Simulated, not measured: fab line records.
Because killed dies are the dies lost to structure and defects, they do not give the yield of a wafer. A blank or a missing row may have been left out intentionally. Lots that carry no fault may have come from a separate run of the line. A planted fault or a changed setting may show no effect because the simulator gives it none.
fab line records -- flow n5_finfet -- part 1 of 2: steps 1 to 16 of 17
[record] lots = 6, wafers = 18, last_day = 18
route steps=1938 shown FIN_CUT@164 BEOL_M4@1111 PASSIVATION@1936
lots that met no fault: from a run of the same line without faults
start_h: hours from the record's first day to the start of the lot's first wafer shown -- wait_h: hours elapsed since this lot's preceding step -- " as in the row above -- L1.1+2: a row that stands for several wafers -- - value missing, or start not given -- * or withheld: withheld -- < > ~ a bound
route shown NAME@n: NAME is a module with steps in the file, n the number in the route of the first one -- usual: the fault-free wafers' mean and standard deviation -- same: alike in all rows -- chamber/n: place in a boat -- sites: each site's reading -- _std_site: the standard deviation of these -- _edge_site: outer sites' mean less inner sites' -- radius_mm: how far each site lies from the wafer's centre -- mask NAME#n: copy n -- behind: tool/chamber where the wafer was last shaped -- hold: cause of the lot's hold/its duration in hours/its outcome -- device: which transistor (n, p or np) failed to switch -- end of line: the same wafers' tests at the end of the route -- where a step has no rows: the recipe by itself -- killed: at the first sort, the dies lost to defects and structure; wafer yield is something else -- map: the dies of a wafer, with x for killed, . for not killed, _ for no die there
set.NAME: the setting the step ran with; set.NAME@STEP: the setting that earlier step ran with -- model.NAME: the simulator's own value behind a step, which no gauge read
certain route steps with their lots: each step a table, each wafer a row
services: the hour from which a tool's chamber was out of use, counted from the record's first day as start_h (under 0 if before that day), plus the number of hours and why
[[steps]]
[step N5_FIN_CUT_OVL_MEAS_09]
[recipe] points_per_wafer = 522
[usual] FIN_CUT_OVL = 0.3/0.7
lot.wafer,tool,chamber,start_h,wait_h,FIN_CUT_OVL[nm]
L385.1,overlay-01,0,39.54,0.0,0.5
L385.5,overlay-01,0,39.54,0.0,1.0
L385.6,overlay-01,0,39.54,0.0,1.4
L389.2,overlay-01,0,63.17,0.0,0.8
L389.5,overlay-01,0,63.17,0.0,0.6
L389.6,overlay-01,0,63.17,0.0,1.3
L395.1,overlay-01,0,97.83,0.0,-0.2
L395.3,overlay-01,0,97.83,0.0,-0.2
L395.4,overlay-01,0,97.83,0.0,0.5
L396.1,overlay-02,0,107.17,0.0,0.2
L396.4,overlay-02,0,107.17,0.0,0.7
L396.5,overlay-02,0,107.17,0.0,-0.3
L399.2,overlay-02,0,122.64,0.0,0.8
L399.4,overlay-02,0,122.64,0.0,1.1
L399.6,overlay-02,0,122.64,0.0,1.3
L405.1,overlay-02,0,158.40,0.0,0.5
L405.2,overlay-02,0,158.40,0.0,-0.7
L405.3,overlay-02,0,158.40,0.0,0.5
[step N5_FIN_CUT_INSPECT_10]
[recipe] mode = adi, inspect_instrument = brightfield
[usual] raw_defect_count = 43/12
lot.wafer,tool,chamber,start_h,wait_h,raw_defect_count
L385.1,defect_inspect-01,-,39.60,0.1,36
L385.5,defect_inspect-01,-,39.60,0.1,31
L385.6,defect_inspect-01,-,39.60,0.1,46
L389.2,defect_inspect-02,-,63.22,0.0,55
L389.5,defect_inspect-02,-,63.22,0.0,45
L389.6,defect_inspect-02,-,63.22,0.0,50
L395.1,defect_inspect-02,-,97.88,0.1,48
L395.3,defect_inspect-02,-,97.88,0.1,50
L395.4,defect_inspect-02,-,97.88,0.1,41
L396.1,defect_inspect-01,-,107.23,0.1,58
L396.4,defect_inspect-01,-,107.23,0.1,33
L396.5,defect_inspect-01,-,107.23,0.1,46
L399.2,defect_inspect-01,-,122.69,0.0,28
L399.4,defect_inspect-01,-,122.69,0.0,30
L399.6,defect_inspect-01,-,122.69,0.0,29
L405.1,defect_inspect-02,-,158.45,0.1,60
L405.2,defect_inspect-02,-,158.45,0.1,37
L405.3,defect_inspect-02,-,158.45,0.1,60
[step N5_FIN_CUT_DESCUM_13]
[recipe] chemistry = O2, time_s = 7, source_power_w = 50, bias_power_w = 20, pressure_mtorr = 20, rf_frequency_hz = 2.712e+07, temp_c = 40, resist = CAR-EUV, o2_flow_sccm = 225
[usual] drypump_motor_current_A = 6.0/0.42, oes_product_au = 0.77/0.087, rf_vpp_V = 242.9/1.3, showerhead_plenum_p_Torr = 2.08/0.07, throttle_valve_pct = 20.40/0.24
lot.wafer,tool,chamber,start_h,wait_h,drypump_motor_current_A,oes_product_au,rf_hours_counter_h,rf_vpp_V,showerhead_plenum_p_Torr,throttle_valve_pct
L385.1,rie_diel-03,3,39.74,0.1,6.4,0.73,166,243.6,2.18,20.44
L385.5,rie_diel-03,1,39.74,0.1,5.8,0.70,-,242.6,2.06,20.45
L385.6,rie_diel-03,0,39.74,0.1,5.3,0.85,-,243.7,2.14,20.35
L389.2,rie_diel-02,2,63.25,0.0,5.7,0.68,207,240.8,1.96,20.62
L389.5,rie_diel-02,3,63.25,0.0,5.9,0.77,-,241.7,1.99,20.03
L389.6,rie_diel-02,2,63.25,0.0,5.7,0.68,-,239.8,1.96,20.62
L395.1,rie_diel-02,0,97.92,0.0,6.7,0.94,25,244.1,2.15,20.07
L395.3,rie_diel-02,3,97.92,0.0,5.8,0.75,158,240.8,1.99,20.06
L395.4,rie_diel-02,1,97.92,0.0,5.7,0.77,131,240.1,2.03,20.89
L396.1,rie_diel-01,1,107.46,0.2,6.1,0.96,6,240.6,2.07,20.53
L396.4,rie_diel-01,0,107.46,0.2,6.2,0.70,239,244.4,2.11,20.30
L396.5,rie_diel-01,2,107.46,0.2,6.0,0.73,-,246.0,2.17,20.51
L399.2,rie_diel-01,1,122.73,0.0,6.0,0.95,10,243.4,2.06,20.52
L399.4,rie_diel-01,3,122.73,0.0,5.9,0.72,183,242.7,2.06,20.31
L399.6,rie_diel-01,1,122.73,0.0,6.1,0.95,-,242.2,2.06,20.54
L405.1,rie_diel-02,1,158.55,0.1,5.8,0.75,152,242.0,2.02,20.92
L405.2,rie_diel-02,2,158.55,0.1,5.7,0.68,236,240.8,1.95,20.66
L405.3,rie_diel-02,3,158.55,0.1,5.9,0.75,177,242.5,1.98,20.09
[step N5_FIN_CUT_ETCH_30]
[recipe] chemistry = N2/H2, target = underlayer, target_depth_a = 130, mask_material = CAR-EUV, time_s = 10.4, ion_energy_ev = 200, pressure_mtorr = 30, source_w = 840, bias_w = 150, n2_flow_sccm = 200, h2_flow_sccm = 200, ends = cleared
[usual] drypump_motor_current_A = 6.0/0.42, etch_rf_on_time_s = 10.5/0.37, oes_product_au = 0.66/0.07, rf_vpp_V = 523.5/2.3, showerhead_plenum_p_Torr = 2.52/0.074, throttle_valve_pct = 17.81/0.26
lot.wafer,tool,chamber,start_h,wait_h,drypump_motor_current_A,etch_rf_on_time_s,oes_product_au,rf_hours_counter_h,rf_vpp_V,showerhead_plenum_p_Torr,throttle_valve_pct
L385.1,rie_diel-03,3,39.77,0.0,6.4,10.5,0.62,166,525.4,2.63,17.85
L385.5,rie_diel-03,1,39.77,0.0,5.8,11.1,0.59,-,522.8,2.51,17.88
L385.6,rie_diel-03,0,39.77,0.0,5.2,10.5,0.72,-,525.8,2.56,17.58
L389.2,rie_diel-02,2,63.29,0.0,5.8,9.9,0.61,207,520.6,2.42,18.23
L389.5,rie_diel-02,3,63.29,0.0,5.9,10.6,0.66,-,520.5,2.44,17.71
L389.6,rie_diel-02,2,63.29,0.0,5.7,10.0,0.61,-,519.5,2.42,18.22
L395.1,rie_diel-02,0,97.95,0.0,6.7,10.2,0.78,25,524.8,2.59,17.29
L395.3,rie_diel-02,3,97.95,0.0,5.8,10.6,0.64,158,521.5,2.44,17.72
L395.4,rie_diel-02,1,97.95,0.0,5.8,10.4,0.65,131,521.8,2.43,18.04
L396.1,rie_diel-01,1,107.50,0.0,6.1,10.7,0.81,6,523.0,2.50,17.77
L396.4,rie_diel-01,0,107.50,0.0,6.2,10.8,0.59,239,525.6,2.58,17.80
L396.5,rie_diel-01,2,107.50,0.0,6.1,10.2,0.64,-,528.4,2.64,17.97
L399.2,rie_diel-01,1,122.77,0.0,6.1,10.7,0.80,10,522.9,2.49,17.76
L399.4,rie_diel-01,3,122.77,0.0,5.9,11.0,0.60,183,523.4,2.53,17.99
L399.6,rie_diel-01,1,122.77,0.0,6.1,10.7,0.80,-,523.1,2.49,17.76
L405.1,rie_diel-02,1,158.58,0.0,5.8,10.7,0.62,152,521.6,2.42,18.06
L405.2,rie_diel-02,2,158.58,0.0,5.8,9.9,0.59,236,519.7,2.40,18.28
L405.3,rie_diel-02,3,158.58,0.0,5.8,10.5,0.63,177,519.9,2.43,17.74
[step N5_FIN_CUT_ETCH_20]
[recipe] chemistry = CF4, target = SiARC, target_depth_a = 260, mask_material = CAR-EUV, time_s = 43.3, ion_energy_ev = 80, pressure_mtorr = 40, source_w = 545, bias_w = 36, Ar_flow_sccm = 100, cf4_flow_sccm = 100, ends = cleared
[step N5_FIN_CUT_ETCH_21]
[recipe] chemistry = N2/H2, target = SOC, target_depth_a = 2190, overetch_a = 438, mask_material = SiARC, temp_c = 40, ion_energy_ev = 100, bias_w = 61, time_s = 523.5, pressure_mtorr = 30, source_w = 850, n2_flow_sccm = 200, h2_flow_sccm = 200
[step N5_FIN_CUT_STRIP_23]
[recipe] chemistry = N2/H2, temp_c = 40, n2_flow_sccm = 200, h2_flow_sccm = 200, rf_frequency_hz = 6e+07
[step N5_FIN_CUT_STRIP_31]
[recipe] chemistry = N2/H2, temp_c = 40, n2_flow_sccm = 200, h2_flow_sccm = 200, rf_frequency_hz = 6e+07
[step N5_FIN_CUT_STRIP_24]
[recipe] chemistry = CF4, resist = SiARC, power_w = 300, bias_power_w = 75, pressure_mtorr = 50, cf4_flow_sccm = 150, rf_frequency_hz = 6e+07
[step N5_FIN_CUT_CUT_ETCH_26]
[recipe] chemistry = CH3F/O2, target = SiNx, target_depth_a = 390, mask_material = SOC, time_s = 55.7, pressure_mtorr = 30, source_w = 395, bias_w = 73, Ar_flow_sccm = 150, CH3F_flow_sccm = 30, O2_flow_sccm = 20, ion_energy_ev = 120
[step N5_FIN_CUT_CUT_ETCH_27]
[recipe] chemistry = CHF3/O2, target = SiO2, target_depth_a = 40, mask_material = SOC, overetch_a = 20, time_s = 4.9, pressure_mtorr = 30, source_w = 650, bias_w = 170, Ar_flow_sccm = 200, CHF3_flow_sccm = 50, O2_flow_sccm = 5, ion_energy_ev = 200
[usual] drypump_motor_current_A = 6.0/0.42, oes_ar_750_au = 0.77/0.078, oes_o_777_au = 0.77/0.089, oes_product_au = 0.61/0.063, rf_vpp_V = 527/18, showerhead_plenum_p_Torr = 2.39/0.071, throttle_valve_pct = 18.79/0.27
lot.wafer,tool,chamber,start_h,wait_h,drypump_motor_current_A,oes_ar_750_au,oes_o_777_au,oes_product_au,rf_hours_counter_h,rf_vpp_V,showerhead_plenum_p_Torr,throttle_valve_pct
L385.1,rie_diel-03,3,40.22,0.0,6.4,0.75,0.77,0.58,167,485,2.48,18.70
L385.5,rie_diel-03,1,40.22,0.0,5.8,0.67,0.66,0.56,-,542,2.38,18.97
L385.6,rie_diel-03,0,40.22,0.0,5.2,0.83,0.85,0.67,-,535,2.43,18.61
L389.2,rie_diel-02,2,63.73,0.0,5.7,0.71,0.69,0.55,208,530,2.29,19.15
L389.5,rie_diel-02,3,63.73,0.0,5.8,0.75,0.75,0.61,-,556,2.30,18.50
L389.6,rie_diel-02,2,63.73,0.0,5.7,0.71,0.69,0.55,-,531,2.29,19.15
L395.1,rie_diel-02,0,98.40,0.0,6.6,0.91,0.93,0.72,26,512,2.46,18.35
L395.3,rie_diel-02,3,98.40,0.0,5.8,0.75,0.74,0.60,158,555,2.30,18.55
L395.4,rie_diel-02,1,98.40,0.0,5.8,0.76,0.76,0.61,131,510,2.33,19.25
L396.1,rie_diel-01,1,107.94,0.0,6.1,0.96,0.98,0.76,6,523,2.36,18.77
L396.4,rie_diel-01,0,107.94,0.0,6.2,0.70,0.67,0.56,239,518,2.48,19.02
L396.5,rie_diel-01,2,107.94,0.0,6.0,0.76,0.75,0.59,-,535,2.50,18.96
L399.2,rie_diel-01,1,123.21,0.0,6.0,0.95,0.96,0.75,10,524,2.36,18.79
L399.4,rie_diel-01,3,123.21,0.0,5.9,0.73,0.71,0.58,184,525,2.40,18.87
L399.6,rie_diel-01,1,123.21,0.0,6.0,0.94,0.96,0.75,-,524,2.36,18.78
L405.1,rie_diel-02,1,159.03,0.0,5.7,0.75,0.75,0.58,152,509,2.33,19.29
L405.2,rie_diel-02,2,159.03,0.0,5.7,0.69,0.67,0.53,236,529,2.27,19.20
L405.3,rie_diel-02,3,159.03,0.0,5.8,0.73,0.73,0.59,177,557,2.29,18.54
[step N5_FIN_CUT_PRECLEAN_35]
[recipe] time_s = 13.3, temp_c = 45, pressure_torr = 125, p_hf_torr = 3, p_coreactant_torr = 25, chemistry = vHF
[usual] drypump_motor_current_A = 5.45/0.3
lot.wafer,tool,chamber,start_h,wait_h,drypump_motor_current_A
L385.1,vapor_etch-01,0,40.29,0.0,5.64
L385.5,vapor_etch-01,0,40.29,0.0,5.64
L385.6,vapor_etch-01,1,40.29,0.0,5.69
L389.2,vapor_etch-02,0,63.80,0.0,5.58
L389.5,vapor_etch-02,0,63.80,0.0,5.56
L389.6,vapor_etch-02,1,63.80,0.0,4.96
L395.1,vapor_etch-01,1,98.47,0.0,5.71
L395.3,vapor_etch-01,1,98.47,0.0,5.72
L395.4,vapor_etch-01,0,98.47,0.0,5.65
L396.1,vapor_etch-01,0,108.01,0.0,5.64
L396.4,vapor_etch-01,0,108.01,0.0,5.64
L396.5,vapor_etch-01,1,108.01,0.0,5.68
L399.2,vapor_etch-01,1,123.28,0.0,5.69
L399.4,vapor_etch-01,0,123.28,0.0,5.63
L399.6,vapor_etch-01,1,123.28,0.0,5.71
L405.1,vapor_etch-02,0,159.10,0.0,5.62
L405.2,vapor_etch-02,1,159.10,0.0,5.00
L405.3,vapor_etch-02,0,159.10,0.0,5.61
[step N5_FIN_CUT_CUT_ETCH_15]
[recipe] chemistry = HBr/Cl2/O2, target = Si, target_depth_a = 1000, bt_time_s = 10, mask_material = SOC, time_s = 42.4, ion_energy_ev = *, bias_w = *, pressure_mtorr = 10, icp_w = 800, HBr_flow_sccm = 150, Cl2_flow_sccm = 80, O2_flow_sccm = 12
[usual] drypump_motor_current_A = 5.6/0.42, he_backside_leak_sccm = 2.9/0.4, oes_o_777_au = 1.00/0.073, oes_product_au = 1.002/0.018, throttle_valve_pct = 37.25/0.28
[same] bt_time_s = 10
lot.wafer,tool,chamber,start_h,wait_h,drypump_motor_current_A,he_backside_leak_sccm,oes_o_777_au,oes_product_au,rf_hours_counter_h,throttle_valve_pct,model.FIN_CUT.feature_depth_nm,model.etch.depth_nm,model.SOC_of_FIN_CUT_COAT_18.thk_nm
L385.1,rie_si-05,1,40.38,0.1,4.9,2.6,1.02,1.020,74,37.07,102.8,102.9,169.2
L385.5,rie_si-05,2,40.38,0.1,5.3,3.1,0.95,0.988,-,37.73,100.6,100.6,170.6
L385.6,rie_si-05,0,40.38,0.1,5.6,2.6,1.09,1.019,-,37.05,100.8,100.8,170.2
L389.2,rie_si-04,1,63.88,0.1,5.7,3.2,0.96,1.009,181,37.14,100.6,100.6,170
L389.5,rie_si-04,3,63.88,0.1,5.4,2.4,1.02,1.015,-,37.73,99.6,99.67,170.2
L389.6,rie_si-04,0,63.88,0.1,6.4,4.8,0.94,0.978,-,36.97,97,97,171
L395.1,rie_si-04,0,98.55,0.1,6.4,3.7,0.93,1.018,148,36.94,140.4,140.4,154.2
L395.3,rie_si-04,1,98.55,0.1,5.7,3.5,0.96,1.051,181,37.11,143.2,143.2,154.4
L395.4,rie_si-04,3,98.55,0.1,5.4,2.6,1.02,1.013,111,37.70,100.8,100.8,169.8
L396.1,rie_si-02,1,108.09,0.1,6.0,2.6,0.83,0.972,9,37.60,97,96.91,172.2
L396.4,rie_si-02,0,108.09,0.1,5.9,2.8,1.00,1.002,148,37.32,102.2,102.2,170.6
L396.5,rie_si-02,1,108.09,0.1,6.0,2.6,0.83,0.985,-,37.58,96.6,96.58,172
L399.2,rie_si-04,3,123.36,0.1,5.4,2.6,1.02,1.048,112,37.68,146,145.9,153.8
L399.4,rie_si-04,2,123.36,0.1,5.6,2.7,1.11,1.033,38,37.10,100.4,100.5,171.6
L399.6,rie_si-04,1,123.36,0.1,5.7,3.3,0.96,1.011,-,37.13,99.8,99.8,171.8
L405.1,rie_si-05,3,159.18,0.1,5.7,2.9,1.03,0.981,101,37.02,99,99.1,170.6
L405.2,rie_si-05,1,159.18,0.1,4.9,2.5,1.02,1.015,77,37.07,101,101,169.2
L405.3,rie_si-05,0,159.18,0.1,5.6,2.6,1.09,1.019,5,37.05,99.6,99.55,171.2
[step N5_FIN_CUT_CUT_ETCH_28]
[recipe] chemistry = HBr/Cl2/O2, target = Si, target_depth_a = 60, mask_material = SOC, time_s = 2.4, ion_energy_ev = *, bias_w = *, pressure_mtorr = 10, icp_w = 800, HBr_flow_sccm = 150, Cl2_flow_sccm = 80, O2_flow_sccm = 12
[usual] drypump_motor_current_A = 5.6/0.42, he_backside_leak_sccm = 2.8/0.38, oes_o_777_au = 1.00/0.074, oes_product_au = 1.002/0.019, throttle_valve_pct = 37.25/0.27
lot.wafer,tool,chamber,start_h,wait_h,drypump_motor_current_A,he_backside_leak_sccm,oes_o_777_au,oes_product_au,rf_hours_counter_h,throttle_valve_pct,model.SOC_of_FIN_CUT_COAT_18.thk_nm
L385.1,rie_si-05,1,40.43,0.0,4.9,2.5,1.03,1.028,74,37.08,167.4
L385.5,rie_si-05,2,40.43,0.0,5.3,2.8,0.95,0.984,-,37.70,168.8
L385.6,rie_si-05,0,40.43,0.0,5.6,2.7,1.09,1.013,-,37.03,168.4
L389.2,rie_si-04,1,63.94,0.0,5.7,3.4,0.96,1.010,181,37.13,168.2
L389.5,rie_si-04,3,63.94,0.0,5.4,2.5,1.01,1.007,-,37.70,168.4
L389.6,rie_si-04,0,63.94,0.0,6.4,3.4,0.94,0.973,-,36.99,169.4
L395.1,rie_si-04,0,98.60,0.0,6.4,3.5,0.94,0.971,148,36.97,152.6
L395.3,rie_si-04,1,98.60,0.0,5.6,2.9,0.95,1.006,181,37.11,152.6
L395.4,rie_si-04,3,98.60,0.0,5.4,2.4,1.01,1.014,111,37.71,168
L396.1,rie_si-02,1,108.15,0.0,6.0,2.7,0.84,0.982,9,37.57,170.6
L396.4,rie_si-02,0,108.15,0.0,5.9,2.8,1.00,0.993,148,37.31,168.8
L396.5,rie_si-02,1,108.15,0.0,6.0,2.7,0.84,0.987,-,37.60,170.2
L399.2,rie_si-04,3,123.42,0.0,5.4,2.5,1.02,1.013,112,37.70,152.2
L399.4,rie_si-04,2,123.42,0.0,5.5,2.6,1.11,1.029,38,37.10,169.8
L399.6,rie_si-04,1,123.42,0.0,5.7,3.1,0.97,1.007,-,37.15,170.2
L405.1,rie_si-05,3,159.23,0.0,5.7,2.5,1.02,0.983,101,37.02,169
L405.2,rie_si-05,1,159.23,0.0,4.9,2.5,1.03,1.018,77,37.07,167.4
L405.3,rie_si-05,0,159.23,0.0,5.6,2.7,1.08,1.020,5,37.04,169.6
[step N5_FIN_CUT_STRIP_22]
[recipe] chemistry = N2/H2, power_w = 500, temp_c = 40, pressure_mtorr = 50, rf_frequency_hz = 6e+07, overash_fraction = 0.3, bias_power_w = 8, h2_frac = 0.5, n2_flow_sccm = 300, h2_flow_sccm = 300
[usual] drypump_motor_current_A = 6.0/0.38, oes_product_au = 0.77/0.088, rf_vpp_V = 54.2/2.4, showerhead_plenum_p_Torr = 3.34/0.095, throttle_valve_pct = 18.9/0.38
lot.wafer,tool,chamber,start_h,wait_h,drypump_motor_current_A,oes_product_au,rf_hours_counter_h,rf_vpp_V,showerhead_plenum_p_Torr,throttle_valve_pct
L385.1,rie_diel-02,0,40.50,0.0,6.7,1.00,7,57.1,3.44,18.0
L385.5,rie_diel-02,0,40.50,0.0,6.7,0.98,-,53.6,3.43,18.0
L385.6,rie_diel-02,3,40.50,0.0,5.9,0.77,-,53.0,3.24,19.0
L389.2,rie_diel-01,3,64.00,0.0,5.9,0.73,164,56.3,3.35,19.4
L389.5,rie_diel-01,0,64.00,0.0,6.2,0.69,-,53.2,3.41,18.7
L389.6,rie_diel-01,2,64.00,0.0,6.1,0.74,-,52.0,3.49,19.1
L395.1,rie_diel-02,1,98.67,0.0,5.7,0.77,131,54.9,3.21,18.9
L395.3,rie_diel-02,3,98.67,0.0,5.8,0.76,158,52.3,3.23,19.0
L395.4,rie_diel-02,0,98.67,0.0,6.7,0.94,26,54.4,3.42,18.1
L396.1,rie_diel-03,1,108.25,0.1,5.9,0.70,240,57.5,3.31,18.5
L396.4,rie_diel-03,2,108.25,0.1,6.6,0.72,193,56.2,3.33,19.1
L396.5,rie_diel-03,3,108.25,0.1,6.5,0.73,-,57.6,3.46,19.0
L399.2,rie_diel-01,2,123.50,0.1,6.1,0.73,145,54.5,3.48,19.2
L399.4,rie_diel-01,0,123.50,0.1,6.2,0.69,243,55.0,3.40,18.7
L399.6,rie_diel-01,3,123.50,0.1,5.9,0.74,-,50.7,3.34,19.4
L405.1,rie_diel-03,0,159.30,0.1,5.3,0.81,103,53.6,3.37,18.7
L405.2,rie_diel-03,2,159.30,0.1,6.6,0.73,210,53.0,3.32,19.1
L405.3,rie_diel-03,0,159.30,0.1,5.3,0.80,-,50.0,3.37,18.6
[step N5_BEOL_M4_RC_MEAS_101]
[usual] DIBL_N = 36.1/2, DIBL_P = 36.3/2.5, IOFF_N = 0.16/0.037, IOFF_P = 0.21/0.039, ION_N = 678/15, ION_P = 465/8.7, SS_N = 71.4/0.7, SS_P = 73.3/0.74, VT_N = 249/3.6, VT_P = -250.0/2.9
lot.wafer,tool,chamber,start_h,wait_h,DIBL_N[mV/V],DIBL_P[mV/V],IOFF_N[nA/um],IOFF_P[nA/um],ION_N[uA/um],ION_P[uA/um],SS_N[mV/dec],SS_P[mV/dec],VT_N[mV],VT_P[mV]
L385.1,prober-01,0,191.36,0.0,36.5,37.5,0.16,0.20,673,452,71.1,73.3,250,-251.8
L385.5,prober-01,0,191.36,0.0,34.9,35.1,0.14,0.17,663,448,71.1,72.7,249,-252.9
L385.6,prober-01,0,191.36,0.0,38.0,39.0,0.18,0.21,666,454,72.2,75.0,250,-252.1
L389.2,prober-01,0,198.62,0.3,35.9,36.7,0.17,0.19,696,466,71.3,73.4,249,-250.6
L389.5,prober-01,0,198.62,0.3,33.3,33.6,0.12,0.16,678,460,70.2,72.2,251,-255.6
L389.6,prober-01,0,198.62,0.3,34.7,36.6,0.15,0.21,692,477,71.9,73.4,248,-249.1
L395.1,prober-02,0,256.28,0.0,35.6,35.2,0.17,0.19,685,467,71.0,72.9,248,-252.2
L395.3,prober-02,0,256.28,0.0,33.7,33.8,0.13,0.18,677,465,70.9,72.3,252,-252.4
L395.4,prober-02,0,256.28,0.0,34.7,34.0,0.14,0.19,658,453,71.0,72.8,250,-252.1
L396.1,prober-02,0,275.10,0.0,38.8,40.3,0.20,0.24,696,481,72.3,73.9,246,-247.9
L396.4,prober-02,0,275.10,0.0,40.2,42.1,0.24,0.29,681,465,72.8,74.5,246,-248.6
L396.5,prober-02,0,275.10,0.0,38.7,39.6,0.20,0.23,691,470,71.6,74.2,245,-248.5
L399.2,prober-02,0,284.11,0.2,37.8,39.4,0.20,0.21,685,459,71.8,73.6,243,-253.1
L399.4,prober-02,0,284.11,0.2,35.1,36.4,0.14,0.18,683,468,71.0,73.1,250,-252.0
L399.6,prober-02,0,284.11,0.2,32.7,32.8,0.12,0.14,663,449,70.2,72.4,252,-257.2
L405.1,prober-01,0,324.98,0.0,38.4,39.4,0.22,0.26,686,464,72.2,73.9,245,-245.6
L405.2,prober-01,0,324.98,0.0,32.9,33.3,0.13,0.17,672,465,70.0,73.2,248,-249.2
L405.3,prober-01,0,324.98,0.0,33.2,33.9,0.13,0.19,685,481,70.8,72.1,249,-251.4
[[key]]
[first_sign] step = N5_FIN_CUT_CUT_ETCH_15, reading = oes_product_au, direction = up, sigmas = 2, usual = 1.002, struck = 1.039
effect none on later readings
[model_effect] step = N5_FIN_CUT_CUT_ETCH_15, value = FIN_CUT.feature_depth_nm, without = 99.13, struck = 143.2
[model_effect] step = N5_FIN_CUT_CUT_ETCH_28, value = SOC_of_FIN_CUT_COAT_18.thk_nm, without = 168.9, struck = 152.5
met_at N5_FIN_CUT_CUT_ETCH_15
struck_wafers L395.1,L395.3,L399.2
[baseline_loss] step = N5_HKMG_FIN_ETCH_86, wafers = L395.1
onset_between 63.88 98.55
[fault] kind = process_parameter_drift, tool = rie_si-04, chamber = -, onset_h = 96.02, steps = N5_FIN_CUT_CUT_ETCH_15, channel = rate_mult, offset = 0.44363, shape = step, end_h = 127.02, scope = struck_wafers_only
// baseline_loss: these wafers lose ten dies or more at that step, a loss of the line's own and not of a fault; the sort's usual values leave them out
